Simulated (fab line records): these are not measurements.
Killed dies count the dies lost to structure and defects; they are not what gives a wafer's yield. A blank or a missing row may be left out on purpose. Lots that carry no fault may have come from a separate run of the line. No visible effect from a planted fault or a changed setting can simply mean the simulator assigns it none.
fab line records	flow n5-finfet
record lots=5	wafers=15	last-day=16
route steps=1938 shown BEOL_M6@1245 BEOL_M7@1263 PASSIVATION@1936
lots that met no fault: from a run of the same line without faults
start-h: the number of hours between the record's first day and the start of the first shown wafer of the lot	wait-h: hours from the lot's prior step to this one	" same as the row above	L1.1+2: several wafers, shown together as one row	- value missing, or start not given	* or withheld: withheld	< > ~ a bound
route shown NAME@n: names a module that has steps shown in the file, with the first one's number in the route	usual: average and standard deviation across the fault-free wafers	same: alike in all rows	chamber/n: place in a boat	sites: per-site readings	_std_site: how widely they spread, as a standard deviation	_edge_site: inner sites' mean taken away from outer sites' mean	radius-mm: how far each site lies from the wafer's centre	mask NAME#n: copy n	behind: the tool/chamber that last shaped the wafer	hold: cause of the lot's hold/its duration in hours/its outcome	device: whichever transistor did not switch (one of n, p or np)	end of line: at the end of the route, the tests of the same wafers	where a step has no rows: the recipe by itself	killed: the dies lost at the first sort to structure and to defects; this is not the yield of the wafer	map: shows each die of a wafer: x if killed, . if not, _ if none is there
set.NAME: the setting as run; set.NAME@STEP: as run at that earlier step	model.NAME: the simulator's own value behind a step, which no gauge read
lots at selected steps of the route; one table per step, one row per wafer
services: when a tool's chamber went out of use (start-h, in hours from the record's first day, below 0 if earlier), for how many hours, and the reason
## steps
# step N5_BEOL_M6_PRECLEAN_42
# recipe chemistry=residue-remover	time-s=60	temp-c=40
# step N5_BEOL_M6_SRD_43
# recipe time-s=30	temp-c=23	rinse-liquid=diw	dry=ipa-marangoni
# step N5_BEOL_M6_CD_MEAS_35
# recipe target-cd-nm=40	target-cd-y-nm=28	polarity=opening
# usual cd-nm=40.0/0.51
lot.wafer	tool	chamber	start-h	wait-h	cd-nm
L209.2	cd-sem-01	-	230.79	0.0	40.5
L209.4	"	-	"	"	40.4
L209.6	"	-	"	"	40.3
L211.2	cd-sem-03	-	255.14	0.0	39.1
L211.3	"	-	"	"	39.7
L211.6	"	-	"	"	40.3
L215.2	cd-sem-03	-	277.68	0.0	40.0
L215.3	"	-	"	"	39.6
L215.6	"	-	"	"	39.9
L218.3	cd-sem-01	-	286.46	0.0	40.0
L218.5	"	-	"	"	40.2
L218.6	"	-	"	"	40.4
L217.3	cd-sem-02	-	289.85	0.0	40.2
L217.4	"	-	"	"	40.0
L217.5	"	-	"	"	39.8
# step N5_BEOL_M6_CURE_75
# recipe temp-c=370	time-s=120	ambient=DMADMS/He	material=SiCOH_lowk
# usual lamp-power-pct=52.31/0.053	wafer_temp_C_max=371.5/0.5
lot.wafer	tool	chamber	start-h	wait-h	lamp-power-pct	wafer_temp_C_max
L209.2	uv-cure-01	1	230.88	0.1	52.44	371.2
L209.4	"	1	"	"	52.17	371.0
L209.6	"	1	"	"	52.32	371.2
L211.2	uv-cure-01	0	255.23	0.1	52.38	371.2
L211.3	"	0	"	"	52.33	371.6
L211.6	"	0	"	"	52.31	371.7
L215.2	uv-cure-03	1	277.77	0.1	52.29	372.3
L215.3	"	1	"	"	52.31	372.7
L215.6	"	1	"	"	52.32	372.6
L218.3	uv-cure-03	0	287.11	0.6	52.25	371.6
L218.5	"	0	"	"	52.31	371.4
L218.6	"	0	"	"	52.31	371.9
L217.3	uv-cure-03	0	291.58	1.7	52.35	372.3
L217.4	"	0	"	"	52.40	372.3
L217.5	"	0	"	"	52.34	371.9
# step N5_BEOL_M6_DEGAS_44
# recipe ambient=vacuum	temp-c=250	time-s=60
# usual heater-power-w=328/40
lot.wafer	tool	chamber	start-h	wait-h	heater-power-w
L209.2	pvd-sputter-01	-	231.32	0.4	281
L209.4	"	-	"	"	366
L209.6	"	-	"	"	374
L211.2	pvd-sputter-02	-	256.48	1.2	304
L211.3	"	-	"	"	316
L211.6	"	-	"	"	301
L215.2	pvd-sputter-01	-	278.34	0.5	247
L215.3	"	-	"	"	380
L215.6	"	-	"	"	388
L218.3	pvd-sputter-03	-	287.33	0.2	356
L218.5	"	-	"	"	343
L218.6	"	-	"	"	329
L217.3	pvd-sputter-01	-	293.39	1.8	286
L217.4	"	-	"	"	383
L217.5	"	-	"	"	380
# step N5_BEOL_M6_PRE_CLEAN_45
# recipe gas=H2/He	time-s=30	temp-c=250
# usual heater-power-w=328/40
lot.wafer	tool	chamber	start-h	wait-h	heater-power-w
L209.2	pvd-sputter-01	-	231.36	0.0	279
L209.4	"	-	"	"	374
L209.6	"	-	"	"	387
L211.2	pvd-sputter-02	-	256.52	0.0	301
L211.3	"	-	"	"	308
L211.6	"	-	"	"	309
L215.2	pvd-sputter-01	-	278.38	0.0	245
L215.3	"	-	"	"	378
L215.6	"	-	"	"	385
L218.3	pvd-sputter-03	-	287.37	0.0	354
L218.5	"	-	"	"	356
L218.6	"	-	"	"	336
L217.3	pvd-sputter-01	-	293.43	0.0	289
L217.4	"	-	"	"	387
L217.5	"	-	"	"	382
# step N5_BEOL_M6_ALD_77
# recipe material=TaN	target-thk-a=20	temp-c=275	ald-precursor-family=PDMAT	ald-co-reactant=NH3	pressure-torr=3	carrier-flow-sccm=1500	pulse-time-s=2	purge-time-s=3	co-reactant-purge-time-s=2	co-reactant-pulse-time-s=3	ald-cycles=40	precursor-vessel-temp-c=75	precursor-vessel-pressure-torr=26.25	precursor-vessel-carrier-sccm=1000
# step N5_BEOL_M6_SURFACE_TREAT_79
# recipe gas=Ar	time-s=*	ion-energy-ev=*	ion-current-ma-cm2=0.5	pressure-mtorr=*	ar-flow-sccm=30
# step N5_BEOL_M6_CVD_78
# recipe material=Co	target-thk-a=20	temp-c=withheld	precursor=CCTBA/H2	pressure-torr=30	time-s=142.3
# step N5_BEOL_M6_SPUTTER_48
# recipe material=Cu	target-thk-a=100	temp-c=-20	bias-v=60	power-w=26000	chamber-pressure-pa=0.13	time-s=1.667
# usual cathode-dc-power-W=26000/4.7	throttle-valve-pct=30.1/1.1
lot.wafer	tool	chamber	start-h	wait-h	cathode-dc-power-W	throttle-valve-pct
L209.2	pvd-sputter-03	-	231.98	0.1	26007	31.2
L209.4	"	-	"	"	26005	30.4
L209.6	"	-	"	"	26005	30.3
L211.2	pvd-sputter-03	-	257.20	0.1	26009	30.0
L211.3	"	-	"	"	25989	28.2
L211.6	"	-	"	"	26005	28.4
L215.2	pvd-sputter-03	-	278.91	0.1	26005	28.6
L215.3	"	-	"	"	26002	31.0
L215.6	"	-	"	"	26009	30.8
L218.3	pvd-sputter-01	-	288.54	0.3	26002	30.0
L218.5	"	-	"	"	25997	31.7
L218.6	"	-	"	"	26003	29.4
L217.3	pvd-sputter-01	-	294.23	0.1	25995	29.6
L217.4	"	-	"	"	26000	31.9
L217.5	"	-	"	"	26003	29.8
# step N5_BEOL_M6_ECD_50
# recipe material=Cu	target-thk-a=3000
# step N5_BEOL_M6_ANNEAL_51
# recipe temp-c=225	time-s=90	ambient=N2
# step N5_BEOL_M6_CMP_52
# recipe stop-on=SiCOH_lowk	t-overpolish-s=6.9	down-force-psi=1	platen-rpm=50	clearing-platen-down-force-psi=1.5	clearing-platen-rpm=50	post-cmp-clean=cu-alkaline	target-thk-nm=80	clearing-platen-pad-velocity-m-s=0.99484	pad-velocity-m-s=0.99484
# usual barrier-field-endpoint-s=28.7/0.59	motor-current-A=5.9/0.5	overpolish-run-s=6.901/0.009	slurry-flow-ml-min=150.0/0.46	time-to-endpoint-s=61.8/2
lot.wafer	tool	chamber	start-h	wait-h	barrier-field-endpoint-s	motor-current-A	overpolish-run-s	slurry-flow-ml-min	time-to-endpoint-s
L209.2	cmp-02	0	232.85	0.3	29.0	5.2	6.917	149.6	58.2
L209.4	"	3	"	"	29.9	5.6	6.909	150.8	60.6
L209.6	"	0	"	"	29.0	5.4	6.906	150.0	59.5
L211.2	cmp-01	3	258.02	0.2	28.4	6.7	6.905	150.3	61.7
L211.3	"	0	"	"	29.0	6.0	6.904	149.7	60.8
L211.6	"	2	"	"	28.8	5.3	6.893	149.7	59.8
L215.2	cmp-01	2	279.52	0.2	28.7	5.5	6.906	150.3	63.3
L215.3	"	0	"	"	28.2	5.9	6.918	150.3	64.3
L215.6	"	3	"	"	29.3	6.2	6.898	149.9	66.4
L218.3	cmp-04	3	289.09	0.2	27.9	5.5	6.902	150.3	61.5
L218.5	"	2	"	"	28.5	6.8	6.897	149.4	62.9
L218.6	"	3	"	"	28.4	5.7	6.908	150.5	60.9
L217.3	cmp-02	1	294.78	0.2	28.5	6.6	6.890	149.8	60.9
L217.4	"	3	"	"	28.9	6.1	6.898	150.1	63.7
L217.5	"	1	"	"	28.4	6.4	6.897	149.9	57.8
# step N5_BEOL_M6_PRE_CLEAN_55
# recipe gas=NH3	time-s=15	temp-c=withheld	rf-power-w=300
# step N5_BEOL_M6_DEP_56
# recipe material=SiCN	target-thk-a=100	temp-c=withheld	precursor=3MS/NH3	pressure-torr=3	rf-w=202	time-s=17.5
# usual showerhead-plenum-p-Torr=3.668/0.0085	showerhead-vpp-V=889/46	throttle-valve-pct=9.1/0.61
lot.wafer	tool	chamber	start-h	wait-h	showerhead-plenum-p-Torr	showerhead-vpp-V	throttle-valve-pct
L209.2	pecvd-03	2	233.21	0.0	3.670	934	8.3
L209.4	"	1	"	"	3.677	885	9.6
L209.6	"	0	"	"	3.663	834	8.8
L211.2	pecvd-04	1	258.34	0.0	3.672	941	8.4
L211.3	"	2	"	"	3.642	920	8.6
L211.6	"	1	"	"	3.668	951	8.7
L215.2	pecvd-04	2	279.88	0.0	3.655	917	8.4
L215.3	"	0	"	"	3.671	918	10.1
L215.6	"	1	"	"	3.670	943	8.6
L218.3	pecvd-03	0	289.41	0.0	3.676	836	9.1
L218.5	"	0	"	"	3.679	835	8.8
L218.6	"	1	"	"	3.680	877	9.5
L217.3	pecvd-04	1	295.09	0.0	3.679	946	8.8
L217.4	"	0	"	"	3.676	922	10.1
L217.5	"	1	"	"	3.665	941	8.4
# step N5_BEOL_M6_INSPECT_58
# recipe inspect-instrument=darkfield	mode=post-dep
# usual raw-defect-count=62/20
lot.wafer	tool	chamber	start-h	wait-h	raw-defect-count
L209.2	defect-inspect-01	-	233.31	0.0	44
L209.4	"	-	"	"	65
L209.6	"	-	"	"	39
L211.2	defect-inspect-02	-	258.43	0.0	107
L211.3	"	-	"	"	58
L211.6	"	-	"	"	69
L215.2	defect-inspect-02	-	279.97	0.0	50
L215.3	"	-	"	"	927
L215.6	"	-	"	"	57
L218.3	defect-inspect-02	-	289.50	0.0	91
L218.5	"	-	"	"	59
L218.6	"	-	"	"	78
L217.3	defect-inspect-02	-	295.38	0.0	42
L217.4	"	-	"	"	41
L217.5	"	-	"	"	61
# step N5_BEOL_M7_ILD_DEP_00
# recipe material=SiCOH_lowk	target-thk-a=1797.5	temp-c=300	precursor=DEMS/porogen	pressure-torr=5	rf-w=500	time-s=33.4
# step N5_BEOL_M7_CURE_74
# recipe temp-c=385	time-s=240	ambient=He/Ar	material=SiCOH_lowk
# step N5_BEOL_M7_THK_MEAS_01
# recipe reads=SiCOH_lowk_of_BEOL_M7_ILD_DEP_00
# usual M7_ILD_THK=154.9/2.1
lot.wafer	tool	chamber	start-h	wait-h	M7_ILD_THK[nm]
L209.2	film-metro-01	-	233.94	0.4	154.0
L209.4	"	-	"	"	158.3
L209.6	"	-	"	"	157.3
L211.2	film-metro-02	-	259.05	0.4	155.9
L211.3	"	-	"	"	154.7
L211.6	"	-	"	"	157.0
L215.2	film-metro-01	-	281.65	0.4	152.1
L215.3	"	-	"	"	151.9
L215.6	"	-	"	"	151.4
L218.3	film-metro-02	-	290.61	0.3	151.4
L218.5	"	-	"	"	155.7
L218.6	"	-	"	"	156.8
L217.3	film-metro-01	-	296.25	0.3	156.5
L217.4	"	-	"	"	160.1
L217.5	"	-	"	"	158.4
# step N5_BEOL_M7_PECVD_70
# recipe material=SiO2	target-thk-a=200	temp-c=400	precursor=TEOS/O2	pressure-torr=5.5	rf-w=450	teos-flow-sccm=53.8	gas=O2	flow-sccm=3000	time-s=22.7
# step N5_BEOL_M7_HM_DEP_02
# recipe material=TiN	target-thk-a=200	temp-c=25	chamber-pressure-pa=0.49996
# step N5_BEOL_M7_COAT_59
# recipe resist=SOC	temp-c=250	time-s=60	spin-rpm=1500	resist-thk-nm=100
# step N5_BEOL_M7_COAT_60
# recipe resist=SiARC	temp-c=220	time-s=60	spin-rpm=1500	resist-thk-nm=35
# step N5_BEOL_M7_COAT_05
# recipe resist=CAR-ArF	spin-rpm=1500	resist-thk-nm=90
# step N5_BEOL_M7_EBR_07
# recipe solvent=PGMEA	ebr-width-mm=1.5
# step N5_BEOL_M7_SOFTBAKE_06
# recipe temp-c=110	time-s=60	resist=CAR-ArF
# step N5_BEOL_M7_EXPOSE_08
# recipe mask-id=M7	na=1.35	source-shape=dipole	sigma-inner=0.817	sigma-outer=0.97	polarization=te	dose-mj=68.25
# step N5_BEOL_M7_PEB_09
# recipe peb-temp-c=withheld	peb-time-s=60	resist=CAR-ArF
# step N5_BEOL_M7_DEVELOP_10
# recipe develop-time-s=30	developer=TMAH	resist=CAR-ArF	rinse-liquid=diw	dry=air-spin	dev-temp-c=23
# step N5_BEOL_M7_CD_MEAS_11
# recipe target-cd-nm=38.5	landing-energy-ev=500	detector=se-inlens	polarity=opening
# usual cd-nm=38.3/0.43
lot.wafer	tool	chamber	start-h	wait-h	cd-nm
L209.2	cd-sem-03	0	236.32	-	38.5
L209.4	"	0	"	"	37.9
L209.6	"	0	"	"	38.6
L211.2	cd-sem-02	0	261.06	-	38.3
L211.3	"	0	"	"	37.8
L211.6	"	0	"	"	38.4
L215.2	cd-sem-02	0	283.73	-	38.3
L215.3	"	0	"	"	38.4
L215.6	"	0	"	"	38.5
L218.3	cd-sem-01	0	291.56	-	38.1
L218.5	"	0	"	"	37.8
L218.6	"	0	"	"	37.8
L217.3	cd-sem-03	0	297.89	-	38.6
L217.4	"	0	"	"	39.1
L217.5	"	0	"	"	39.3
# step N5_BEOL_M7_OVL_MEAS_12
# recipe points-per-wafer=44
# usual M7_OVL=0.3/0.72
lot.wafer	tool	chamber	start-h	wait-h	M7_OVL[nm]
L209.2	overlay-02	0	236.35	0.0	-0.4
L209.4	"	0	"	"	-0.3
L209.6	"	0	"	"	-0.1
L211.2	overlay-01	0	261.09	0.0	0.6
L211.3	"	0	"	"	0.4
L211.6	"	0	"	"	0.6
L215.2	overlay-01	0	283.76	0.0	-0.3
L215.3	"	0	"	"	-0.2
L215.6	"	0	"	"	0.6
L218.3	overlay-01	0	291.59	0.0	1.0
L218.5	"	0	"	"	0.8
L218.6	"	0	"	"	0.6
L217.3	overlay-01	0	297.92	0.0	-0.6
L217.4	"	0	"	"	0.1
L217.5	"	0	"	"	-0.8
# step N5_BEOL_M7_INSPECT_13
# recipe mode=adi	inspect-instrument=brightfield
# usual raw-defect-count=366/82
lot.wafer	tool	chamber	start-h	wait-h	raw-defect-count
L209.2	defect-inspect-02	-	236.38	0.0	303
L209.4	"	-	"	"	248
L209.6	"	-	"	"	393
L211.2	defect-inspect-01	-	261.11	0.0	379
L211.3	"	-	"	"	539
L211.6	"	-	"	"	453
L215.2	defect-inspect-02	-	283.79	0.0	273
L215.3	"	-	"	"	1244
L215.6	"	-	"	"	263
L218.3	defect-inspect-01	-	291.61	0.0	401
L218.5	"	-	"	"	349
L218.6	"	-	"	"	397
L217.3	defect-inspect-01	-	297.94	0.0	323
L217.4	"	-	"	"	306
L217.5	"	-	"	"	298
# step N5_BEOL_M7_DESCUM_16
# recipe chemistry=O2	time-s=7.9	source-power-w=50	bias-power-w=20	pressure-mtorr=20	rf-frequency-hz=2.712e+07	temp-c=40	resist=CAR-ArF	o2-flow-sccm=225
# step N5_PASSIVATION_PROBE_49
# usual defect-limited-yield=91.2/1.5	killed_at_M0_to_M3=32/9.6	killed_at_M4_up=13/5.3	killed-at-contacts=13/6.7	killed-at-front-end=42/11	killed-at-other=3.8/2.9	killed-dies=103/17	killed-on-rim=14/4.4	killed-open=67/13	killed-short=35/7.9	sort_bin_5_function=5.2/0.94	sort_bin_6_memory=3.3/0.64	sort-n-pass=1077/17	sort-yield-pct=91.2/1.5
# same gross-dies=1180	killed-at-back-side=0	sort_bin_4_leakage[%]=0	sort_bin_8_speed[%]=0
lot.wafer	tool	chamber	start-h	wait-h	defect-limited-yield[%]	killed_at_M0_to_M3	killed_at_M4_up	killed-at-contacts	killed-at-front-end	killed-at-other	killed-dies	killed-on-rim	killed-open	killed-short	sort_bin_5_function[%]	sort_bin_6_memory[%]	sort-n-pass	sort-yield-pct[%]
L211.2	prober-02	-	348.01	0.1	92.6	52	11	4	17	3	87	15	57	30	4.0	3.2	1093	92.6
L211.3	prober-02	-	348.06	0.1	91.8	47	15	5	30	0	97	15	61	34	4.7	3.2	1083	91.8
L211.6	prober-02	-	348.21	0.3	91.9	34	16	7	36	3	96	9	57	39	4.2	3.6	1084	91.9
L215.3	prober-02	-	371.27	0.1	45.1	25	583	19	21	0	648	80	51	23	33.7	16.7	532	45.1
L217.3	prober-01	-	378.47	0.1	91.4	22	8	4	58	9	101	13	63	38	5.5	2.5	1079	91.4
L217.4	prober-01	-	378.52	0.2	91.3	30	12	5	51	5	103	14	77	26	5.8	2.8	1077	91.3
L217.5	prober-01	-	378.57	0.2	90.0	40	17	9	41	11	118	9	83	35	5.8	3.9	1062	90.0
# killed by level:class
L211.2 BEOL_M1:geometric-particle:open=13 BEOL_M0_SAQP:geometric-particle:open=9 BEOL_M0_SAQP:geometric-particle:short=8 FIN_SAQP:geometric-particle:open=6 BEOL_M1:geometric-particle:short=6 BEOL_M3:geometric-particle:open=6 MOL_CONTACT_COAG:geometric-particle:open=4 BEOL_M0:geometric-particle:short=3
L211.3 BEOL_M2:geometric-particle:open=12 BEOL_M0_SAQP:geometric-particle:open=11 FIN_SAQP:geometric-particle:short=8 BEOL_M3:geometric-particle:open=6 BEOL_M0_SAQP:geometric-particle:short=5 BEOL_M1:geometric-particle:open=5 FIN_SAQP:geometric-particle:open=4 DUMMY_GATE:geometric-particle:open=4
L211.6 FIN_SAQP:geometric-particle:short=10 FIN_SAQP:geometric-particle:open=8 BEOL_M3:geometric-particle:open=8 BEOL_M0_SAQP:geometric-particle:open=7 BEOL_M0_SAQP:geometric-particle:short=7 BEOL_M1:geometric-particle:open=6 MOL_CONTACT_COAG:geometric-particle:open=5 DUMMY_GATE:geometric-particle:open=3
L215.3 BEOL_M6:unspecified=574 MOL_CONTACT_COAG:geometric-particle:open=12 MOL_CONTACT_COAG:geometric-particle:short=7 BEOL_M0_SAQP:geometric-particle:open=6 FIN_SAQP:geometric-particle:short=5 DUMMY_GATE:geometric-particle:open=5 BEOL_M3:geometric-particle:open=5 BEOL_M2:geometric-particle:open=5
L217.3 FIN_SAQP:geometric-particle:open=13 STI_FIN_REVEAL:geometric-particle:open=13 GATE_CUT:geometric-particle:open=10 FIN_SAQP:geometric-particle:short=9 BEOL_M1:geometric-particle:open=7 GATE_CUT:geometric-particle:short=4 MOL_CONTACT_COAG:geometric-particle:open=4 BEOL_M3:geometric-particle:open=4
L217.4 FIN_SAQP:geometric-particle:open=27 BEOL_M1:geometric-particle:open=14 STI_FIN_REVEAL:geometric-particle:open=7 FIN_SAQP:geometric-particle:short=4 STARTING-WAFER:geometric-particle:short=4 BEOL_M0_SAQP:geometric-particle:open=4 MOL_CONTACT_COAG:geometric-particle:short=3 BEOL_M0_SAQP:geometric-particle:short=3
L217.5 STI_FIN_REVEAL:geometric-particle:open=12 FIN_SAQP:geometric-particle:open=10 BEOL_M2:geometric-particle:open=10 BEOL_M1:geometric-particle:open=9 MOL_CONTACT_COAG:geometric-particle:open=6 BEOL_M3:geometric-particle:open=6 PAD_METAL:geometric-particle:open=5 DUMMY_GATE:geometric-particle:open=5
# map L215.3 (x killed, . not)
_________________x..x..xxx...________________
______________.x.x..x.x.xx..xx.._____________
___________.x.x.xxxx.x..xxx.x.x.xxx__________
__________..x.x.xx......xx.xxx.xxxx._________
________x.xx......x..xxxx.x...xxx..xx._______
_______xx...x.xxx.xxx.....x.xx.x.x....x______
______..xxx..xx....xxxxx.x.x...x..xx.x.._____
_____xxxxx....x.xx.x..xx.xxxx.xxxx..xxxx.____
____xx..x.x.x.xxxxx..xx..x.x.xxxxxx.x..xx.___
___xx.x..x.....xxxxx.xx.x.x...xxxx...xxxx.x__
___x.x.xxx.xx....xxxxx..xxx..x..xxxx..x.xxx__
__...x..x.x..x..x..xxxxxx....x.xxxxxx.x.xxx._
__xxxxxx.x.xxxxxxxx....x.xx.xxx.xxx.x..xxxxx_
_.xxxx...xxxxxxx...x.x.xx.x..x.x.xxx...xxx..x
_..x.x.x....x..xxxxxxxx...xxx.xxxxxxxx......x
_.xxx.x.xxxxx..xx.xxx....xxxxxxx.xxxx.xxx...x
_xx.x......xxx.xxxxxx........xxxx.x..x.xx.xxx
_xx.x.xx..x.xxx.xxx..xxx...x....xx.x..x.xxxxx
_.x.xx.x.....xx.xxx.xxxx.xx.xxxx.xxxxx....x..
_..xx.x.xx...x..xxx....xxx.....x.x.x.x.xxxx.x
_..xx..xxxx.xxx.x.xx.x..xxxxx.x.x..x..x...x..
__x..x.x.xx....xx.xxx..x....x...xx..x.xxx.x._
__x.xx..xx..xx.xx.xxxxx.xx.xxx.x..x.....xx.x_
___.xxx...xxxx.x.xxxx..x...x...xxxxxxxxx.xx__
___x.x.x..xxx.xxxx.x.x....xx.xx..xxxxx..x..__
____x...xx..x......x...x.x..xxx.x.x.x...xx___
_____xx.x.xxx....xxxxxx...x.x.x.x.x.xxxx.____
______.x..x.x.x.xxx...xx.x.xxxxxxxxx.x.._____
_______x..x.x.x.xx..xxxxxxx.x..xx....x.______
________.x..x.xx.x.x.xx.x.x.xxxx.xxxx._______
__________.x..x..x..xx.xx.xx..x..x.x_________
___________x.x.x.x....x.x...x.xxxxx__________
______________.x.xxx.xxxxxx.xxx._____________
_________________xxx...x....x________________
# map L211.3 (x killed, . not)
_________________..........x.________________
______________............x...x._____________
___________.x.........x............__________
__________......x........x.........._________
________..x....x.....x................_______
_______.....................x..........______
______......x............x........x.x..._____
_____..............x.......x...x.........____
____...x.............x....................___
___....x.................................x.__
___.....x..................................__
__........x....x.............x..x..........._
__..........................x......x........_
_.......................x..............x.....
_.......x...x.............x......x.x.........
_x...................x...x.x.......x...x.....
_...x........x.......................x.......
_....xxx........................x..........x.
_x.....x....x................................
_..........xx.x.......x.......x...x...x......
_..xx...........................x.x.......x..
__..x.xx...x................................_
__...xx.................x............x......_
___x..........................x.........x..__
___....................x.x.................__
____.x....xx.............x.......x........___
_____..........x.....x..................x____
______......................x..........._____
_______.x..............................______
________.x.x..........x.....x........._______
__________............x............._________
___________........................__________
______________.........x........_____________
_________________.......xx.x.________________
## services
tool	chamber	start-h	hours	kind
pecvd-04	0	228.16	5.5	scheduled-down
cmp-01	-	247.09	1.8	repair
cmp-02	-	247.15	4.0	pm
cmp-02	-	251.15	-	consumable-replace:conditioner
cmp-02	-	251.15	-	consumable-replace:pad
cmp-04	-	252.97	1.8	repair
cmp-02	-	256.86	1.4	repair
pecvd-03	-	259.47	5.5	pm
cmp-01	-	268.50	4.0	pm
pvd-sputter-03	-	271.86	1.3	repair
cmp-01	-	272.50	-	consumable-replace:conditioner
cmp-01	-	272.50	-	consumable-replace:pad
uv-cure-01	-	273.69	22.2	pm
cmp-01	-	279.79	0.9	repair
## key
first-sign step=N5_BEOL_M6_INSPECT_58	reading=raw-defect-count	direction=up	sigmas=43	usual=62	struck=927
effect step=N5_BEOL_M7_INSPECT_13	reading=raw-defect-count	direction=up	sigmas=11	usual=366	struck=1244
effect step=N5_PASSIVATION_PROBE_49	reading=killed_at_M4_up	direction=up	sigmas=99+	usual=13	struck=583
more-kills-born-at N5_BEOL_M6_CMP_52@cmp-01=574
met-at N5_BEOL_M6_CMP_52
struck-wafers L215.3
onset-between 258.02 279.52
fault kind=chamber-particle-source	tool=cmp-01	chamber=0	onset-h=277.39	steps=N5_BEOL_M6_CMP_52	rate-per-visit-cm2=1.3624	end-h=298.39
